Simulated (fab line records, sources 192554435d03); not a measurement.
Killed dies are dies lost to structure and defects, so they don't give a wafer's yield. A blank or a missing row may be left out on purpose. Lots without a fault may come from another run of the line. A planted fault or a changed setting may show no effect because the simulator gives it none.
Chamber matching | flow n5_finfet | N5_BEOL_M0_SAQP_PECVD_00 on pecvd-03: 3 sister chambers
The step deposits SiCN from 3MS/NH3, target thk 8 nm, time 14 s. 3 wafers are shown with their chamber, then 11 later ones without.

WAFERS WITH THEIR CHAMBER
wafer  | chamber | showerhead_plenum_p_Torr (Torr)
L087.1 | 0       | 3.669
L087.6 | 2       | 3.653
L091.3 | 1       | 3.657

WAFERS WITHOUT THEIR CHAMBER
wafer  | showerhead_plenum_p_Torr (Torr)
L091.4 | 3.667
L091.5 | 3.659
L092.2 | 3.664
L092.3 | 3.668
L092.4 | 3.673
L094.1 | 3.665
L094.3 | 3.665
L094.5 | 3.663
L096.1 | 3.663
L096.4 | 3.663
L096.6 | 3.663

WHICH CHAMBER EACH WENT THROUGH
wafer  | from the rows above          | in truth
L091.4 | can't be placed: 0 or 1      | 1
L091.5 | can't be placed: 1 or 2 or 0 | 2
L092.2 | can't be placed: 0 or 1 or 2 | 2
L092.3 | 0                            | 0
L092.4 | 0                            | 0
L094.1 | can't be placed: 0 or 1 or 2 | 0
L094.3 | can't be placed: 0 or 1 or 2 | 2
L094.5 | can't be placed: 1 or 0 or 2 | 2
L096.1 | can't be placed: 1 or 0 or 2 | 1
L096.4 | can't be placed: 1 or 0 or 2 | 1
L096.6 | can't be placed: 1 or 0 or 2 | 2
Placed correctly: 2 of 11. Can't be placed from these rows: 9 (the true chamber is among the candidates in 9). Placed wrongly: 0.
How it was worked out, from the rows above alone: a wafer's distance from a chamber is the root of the sum, over the readings, of the square of ((its reading less the chamber's mean) divided by the reading's scatter). The wafer belongs to the nearest chamber; if the next one is less than 2 further off, it can't be placed. A chamber's mean is the mean of its shown wafers. The scatter: with one shown wafer a chamber, the root of the mean of the squares of how far each hidden wafer lies from its nearest shown one.
